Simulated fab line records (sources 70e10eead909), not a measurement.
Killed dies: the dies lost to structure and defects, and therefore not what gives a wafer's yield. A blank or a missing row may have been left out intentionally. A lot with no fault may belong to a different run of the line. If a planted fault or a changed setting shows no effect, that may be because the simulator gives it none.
A single fault, viewed from 2 desks	flow nand_harc	each desk has only its own numbers; what lay behind them comes last

## AT THE TOOL OWNER'S DESK: ecd_cu-01
The tool's own readings at NHARC_A_M1_ECD_22 (material Cu, target thk 400 nm): means of the sampled wafers that have a number, for each lot that ran on this tool. Any lot whose mean is over 4 standard deviations away from the usual mean is out of limits and marked OUT; that distance is given in the brackets.
Columns: A = bath_temp_c at NHARC_A_M1_ECD_22, usual 24.98 C
lot	first seen here	A
L503	day 23 18:42	25.08
L505	day 25 14:36	24.94
L506	day 25 22:13	25.02
L507	day 26 04:29	24.92
L519	day 31 01:36	24.96
L522	day 31 13:35	24.90
L524	day 32 04:43	24.95
L523	day 32 08:40	25.05
Finding of this desk: none of the 8 lots has anything out of limits.

## THE DEFECT DESK
Inspection counts along the route, by lot: the mean over sampled wafers that carry a number. Any lot whose mean is over 4 standard deviations away from the usual mean is out of limits and marked OUT; that distance is given in the brackets.
Columns: A = raw_defect_count at NHARC_A_M1_INSPECT_11, usual 88
lot	first seen here	A
L501	day 23 14:38	106
L503	day 23 17:10	65
L504	day 24 02:54	54
L505	day 25 13:10	158
L506	day 25 20:44	29
L507	day 26 02:59	30
L515	day 29 06:32	26
L519	day 31 00:09	108
L518	day 31 03:04	83
L522	day 31 12:08	112
L524	day 32 03:17	61
L523	day 32 07:08	83
Finding of this desk: none of the 12 lots has anything out of limits.

## ALL TOGETHER
The desk of the tool owner found nothing out of limits.
Nothing the defect desk looked at was out of limits.

## WHAT THE SIMULATOR HAD INSERTED
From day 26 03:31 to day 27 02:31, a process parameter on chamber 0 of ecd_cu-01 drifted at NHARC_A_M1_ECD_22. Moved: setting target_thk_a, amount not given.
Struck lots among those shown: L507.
